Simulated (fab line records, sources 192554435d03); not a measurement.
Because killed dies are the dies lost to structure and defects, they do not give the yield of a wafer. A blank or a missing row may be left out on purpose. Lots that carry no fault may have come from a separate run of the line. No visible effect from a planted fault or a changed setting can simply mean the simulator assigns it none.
A single fault, viewed from 3 desks    flow n5-finfet    every desk sees just its own numbers, and what lay behind them comes last

AT THE METROLOGY DESK
What the gauges read for every lot (on any tool): the sampled wafers with a number, averaged. The brackets show how far a lot's mean lies from the usual mean; more than 4 standard deviations puts the lot out of limits, marked OUT. Only the readings that lie furthest out on some lot appear, 7 of the 12 it has.
Columns: A = cd-nm at N5_BEOL_M0_SAQP_CD_MEAS_14, usual 42.5 nm; B = M0_CORE_OVL at N5_BEOL_M0_SAQP_OVL_MEAS_15, usual 0.2 nm; C = DIBL_N at N5_BEOL_M4_RC_MEAS_101, usual 35.9 mV/V; D = IOFF_N at N5_BEOL_M4_RC_MEAS_101, usual 0.156 nA/um; E = ION_N at N5_BEOL_M4_RC_MEAS_101, usual 675 uA/um; F = SS_N at N5_BEOL_M4_RC_MEAS_101, usual 71.4 mV/dec; G = VT_N at N5_BEOL_M4_RC_MEAS_101, usual 249.7 mV
lot   first seen here  A     B     C     D      E    F     G
L633  day 6 02:46      42.3  1.0   36.9  0.171  680  72.1  246.7
L637  day 6 19:27      42.7  0.8   34.2  0.128  669  71.3  255.0
L639  day 7 11:49      42.6  1.4   34.9  0.127  661  71.7  252.9
L640  day 7 21:09      42.8  0.3   36.0  0.155  679  71.1  250.7
L641  day 8 01:34      42.5  -0.2  37.4  0.182  679  70.6  246.5
L643  day 8 09:35      42.3  -0.3  36.2  0.159  685  71.4  248.6
This desk found nothing out of limits on any of the 6 lots.

AT THE TOOL OWNER'S DESK: rie-si-05
The tool's own readings at N5_BEOL_M0_SAQP_MANDREL_ETCH_20 (etches a-Si in HBr/Cl2, stops on SiNx, target depth 60 nm, bt time 10 s, time 30 s): means of the sampled wafers that have a number, for each lot that ran on this tool. The brackets show how far a lot's mean lies from the usual mean; more than 4 standard deviations puts the lot out of limits, marked OUT.
Columns: A = drypump-motor-current-A at N5_BEOL_M0_SAQP_MANDREL_ETCH_20, usual 5.8 A; B = oes-product-au at N5_BEOL_M0_SAQP_MANDREL_ETCH_20, usual 0.771 a.u.; C = throttle-valve-pct at N5_BEOL_M0_SAQP_MANDREL_ETCH_20, usual 35.55 %
lot   first seen here  A    B      C
L637  day 6 19:50      6.1  0.774  35.69
L639  day 7 12:11      6.2  0.774  35.70
L643  day 8 10:07      6.2  0.766  35.66
This desk found nothing out of limits on any of the 3 lots.

THE DEFECT DESK
Lot by lot, what the route's inspections counted, given as the mean of those sampled wafers with a number. The brackets show how far a lot's mean lies from the usual mean; more than 4 standard deviations puts the lot out of limits, marked OUT.
Columns: A = raw-defect-count at N5_BEOL_M0_SAQP_INSPECT_16, usual 558
lot   first seen here  A
L633  day 6 02:49      551
L637  day 6 19:31      513
L639  day 7 11:52      501
L640  day 7 21:12      676
L641  day 8 01:37      674
L643  day 8 09:38      641
This desk found nothing out of limits on any of the 6 lots.

BROUGHT TOGETHER
From the metrology desk's view, nothing was out of limits.
The tool owner's desk saw nothing out of limits.
The defect desk saw nothing out of limits.

WHAT THE SIMULATOR PUT IN
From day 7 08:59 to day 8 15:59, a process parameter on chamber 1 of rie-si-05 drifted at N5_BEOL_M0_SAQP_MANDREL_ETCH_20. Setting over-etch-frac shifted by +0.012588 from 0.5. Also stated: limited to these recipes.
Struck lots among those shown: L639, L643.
